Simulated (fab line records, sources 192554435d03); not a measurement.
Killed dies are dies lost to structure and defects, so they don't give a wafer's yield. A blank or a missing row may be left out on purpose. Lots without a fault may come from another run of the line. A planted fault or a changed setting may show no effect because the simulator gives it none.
Problem report in the 8D (eight disciplines) form, filled by code | flow n5_finfet | the parts of the form that need people (team, actions taken, sign-off) are left out

1. THE PROBLEM
VD_OVL at N5_MOL_CONTACT_COAG_OVL_MEAS_41 reads a mean of 5.3 nm on 6 wafers of 2 lots; wafers without a fault read 0.3 nm with a standard deviation of 0.62. That is +8.1 standard deviations from the usual mean.
First seen on wafer L647.1, day 7 16:46, on overlay-02. The record holds 24 wafers of 8 lots with a number at this step. Rule for "out", or "out of limits": more than 4 standard deviations from the usual mean. The other wafers with a number count as sound.

2. WHAT IT IS AND WHAT IT IS NOT
question                    | is                     | is not
which readings at this step | VD_OVL                 | -
which lots                  | L647, L648             | L638, L640, L641, L645, L651, L659
which wafers of those lots  | all that have a number | -
read on which gauges        | overlay-02             | overlay-01
when                        | from day 7 16:46       | up to then (12 sound wafers); but 6 sound wafers of L651, L659 came after

3. SUSPECTS, AND WHAT RULES EACH OUT
Counting: a tool at a process step up to the reading stays a suspect if it ran every lot that is out and no sound lot after the first of them.
- the gauge at N5_MOL_CONTACT_COAG_OVL_MEAS_41: kept. All the wafers that are out were read on overlay-02, and no step on other tools shows them out.
- rie_diel-04 at N5_MOL_CONTACT_COAG_ETCH_90 (etches SiARC in CF4, target depth 13 nm, time 21.7 s): ruled out as a lasting fault. Sound lots L659 ran on it after its first lot that is out, L647 (day 7 15:32).
- euv_scanner-02 at N5_MOL_CONTACT_COAG_EXPOSE_37 (exposes mask VD, defocus 0 nm): kept. It ran every lot that is out, first L647 (day 7 16:35), and no sound lot after that; its last sound lot up to then is L641 (day 6 03:31).
Left after counting: euv_scanner-02 at N5_MOL_CONTACT_COAG_EXPOSE_37, overlay-02 at N5_MOL_CONTACT_COAG_OVL_MEAS_41.

4. THE CAUSE (what the simulator had put in)
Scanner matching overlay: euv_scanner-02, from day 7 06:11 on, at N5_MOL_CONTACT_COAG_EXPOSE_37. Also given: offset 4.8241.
Counting left 2 suspects, and this tool is among them.

5. THE CHAIN OF EFFECTS, in route order
Each row: a reading whose mean over the struck wafers that have a number lies more than 3 standard deviations from the usual. Only readings for which the record gives a usual standard deviation are gone through. hours: the time from each lot's start at the first step in this table that gives one to its start at this step, as a median over the lots. sigmas: the change in usual standard deviations.
hours | step                            | reading              | usual  | on struck wafers | change | sigmas
0     | N5_MOL_CONTACT_COAG_OVL_MEAS_41 | VD_OVL               | 0.3 nm | 5.3              | +5.0   | +8.1
218   | N5_PASSIVATION_PROBE_49         | defect_limited_yield | 91.6 % | 84.9             | -6.7   | -4.8
218   | N5_PASSIVATION_PROBE_49         | killed_at_contacts   | 12     | 87               | +75    | +10
218   | N5_PASSIVATION_PROBE_49         | killed_dies          | 100    | 178              | +78    | +4.6
218   | N5_PASSIVATION_PROBE_49         | sort_bin_5_function  | 5.0 %  | 8.3              | +3.3   | +3.6
218   | N5_PASSIVATION_PROBE_49         | sort_n_pass          | 1080   | 1002             | -78    | -4.6
218   | N5_PASSIVATION_PROBE_49         | sort_yield_pct       | 91.6 % | 84.9             | -6.7   | -4.8
The process steps in it:
- N5_PASSIVATION_PROBE_49
Later measuring or inspecting steps at which every struck wafer that the step has a row for has a number for every such reading, and none has moved that far: N5_BEOL_M4_RC_MEAS_101.

6. WHAT WOULD HAVE CAUGHT IT SOONER
In this record the first reading out of limits at a measuring or inspecting step was taken at day 7 16:46, 11 hours after the fault began at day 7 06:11.
Of the lots that are out (2), L648 began N5_MOL_CONTACT_COAG_EXPOSE_37 on euv_scanner-02 after day 7 16:46. A hold on the tool at that time would have spared it.
